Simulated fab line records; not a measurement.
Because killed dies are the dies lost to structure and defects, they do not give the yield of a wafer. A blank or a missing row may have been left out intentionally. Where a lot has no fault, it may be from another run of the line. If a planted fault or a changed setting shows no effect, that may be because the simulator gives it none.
A lot that was struck, set against a sound lot -- flow n5_finfet -- 16 steps out of a route of 1938
Sound: wafers L716.3, L716.4, L716.5. Struck: wafer L723.2 (left out: L723.1, L723.3 of the same lot, which were not struck); the cause appears at the end.
Per side, at each step with rows, come the tool, then ch with its chambers, and then its first start. Under that, the readings that differ: sound wafers -- struck wafers -- difference of the means -- sigmas: that difference in standard deviations of wafers without a fault.
alike: same words and numbers on both sides, and readings whose means sit less than 2 such deviations apart. not compared: any withheld reading, any reading some wafer has no value for, any bound like >300 that may hide the same value, and any number with overlapping values for which the record gives no deviation.
The two part at a step that has a row with sigmas, a row that says differs or no value, or rows on one side only. Numbers that have no deviation but don't overlap get no sigmas and don't part them. A reading that every wafer of one side lacks parts them only if that side has two wafers or more.

first, 1 step without rows for these wafers: N5_BEOL_M2_CMP_52 (polishes, stops on SiOC, t overpolish 6.8 s, target thk 40 nm).
N5_BEOL_M2_THK_MEAS_53: measures by xrf.
  sound on film_metro-02 at day 8 16:20; struck on film_metro-02 at day 10 19:44
  alike: M2_THK
N5_BEOL_M2_PRE_CLEAN_60: time 15 s.
  sound on cvd_co-02 ch 0,1,2, day 8 16:22; struck on cvd_co-01 ch 2, day 10 19:47
  alike: heater_power_w
N5_BEOL_M2_CO_CAP_55: material Co, precursor CCTBA/H2, target thk 2 nm, time 102.1 s.
  sound on cvd_co-02 ch 0,1,2, day 8 16:25; struck on cvd_co-01 ch 2, day 10 19:49
  alike: heater_power_w
then, 1 step without rows for these wafers: N5_BEOL_M2_PRE_CLEAN_56 (time 15 s).
N5_BEOL_M2_DEP_57: deposits SiCN from 3MS/NH3, target thk 8 nm, time 14 s.
  sound on pecvd-03 ch 0,1,2, day 8 16:32; struck on pecvd-01 ch 0, day 10 19:56
  alike: showerhead_plenum_p_Torr, showerhead_vpp_V, throttle_valve_pct
N5_BEOL_M2_RS_MEAS_58: uses a four-point probe to measure.
  sound on film_metro-01 at day 8 16:35; struck on film_metro-01 at day 10 20:01
  alike: M2_RS
N5_BEOL_M2_INSPECT_59: inspects for defects (darkfield).
  sound on defect_inspect-01 at day 8 16:37; struck on defect_inspect-02 at day 10 20:02
  alike: raw_defect_count
then, 1 step without rows for these wafers: N5_BEOL_M3_ILD_DEP_00 (deposits SiOC from DEMS/O2, target thk 79 nm, time 15.3 s).
N5_BEOL_M3_THK_MEAS_01:
  sound on film_metro-02 at day 8 16:43; struck on film_metro-02 at day 10 20:08
reading,sound,struck,difference,sigmas
M3_ILD_THK (nm),80.9 80.1 79.9,78.0,-2.3,-2
N5_BEOL_M3_PECVD_72: deposits SiO2 from TEOS/O2, target thk 16 nm, time 18 s.
  sound on pecvd-03 ch 0,1,2, day 8 16:46; struck on pecvd-04 ch 1, day 10 20:10
  alike: heater_power_w, showerhead_plenum_p_Torr, showerhead_vpp_V, throttle_valve_pct
N5_BEOL_M3_HM_DEP_02: deposits TiN, target thk 20 nm.
  sound on pvd_sputter-02 at day 8 16:53; struck on pvd_sputter-01 at day 10 20:52
  alike: throttle_valve_pct
N5_BEOL_M3_COAT_61: time 60 s, resist thk 60 nm.
  sound on litho_track-01 ch 0, day 8 17:01; struck on litho_track-02 ch 0, day 10 20:59
reading,sound,struck,difference,sigmas
run_length_s (s),66.59 66.27 66.56,88.45,+21.98,+99 or more
then, 1 step without rows for these wafers: N5_BEOL_M3_COAT_62 (time 60 s, resist thk 12 nm).
N5_BEOL_M4_RC_MEAS_101:
  sound on prober-01 ch 0, day 9 13:31; struck on prober-02 ch 0, day 11 11:39
reading,sound,struck,difference,sigmas
VT_N (mV),251 254 252,244,-8,-2
  alike: DIBL_N, DIBL_P, IOFF_N, IOFF_P, ION_N, ION_P, SS_N, SS_P, VT_P
following that, these wafers have no rows for 1 step: N5_PASSIVATION_PROBE_49.

## WHERE THEY PART
First at N5_BEOL_M3_THK_MEAS_01; last, within this record, at N5_BEOL_M4_RC_MEAS_101.

WHY: the cause the simulator had injected
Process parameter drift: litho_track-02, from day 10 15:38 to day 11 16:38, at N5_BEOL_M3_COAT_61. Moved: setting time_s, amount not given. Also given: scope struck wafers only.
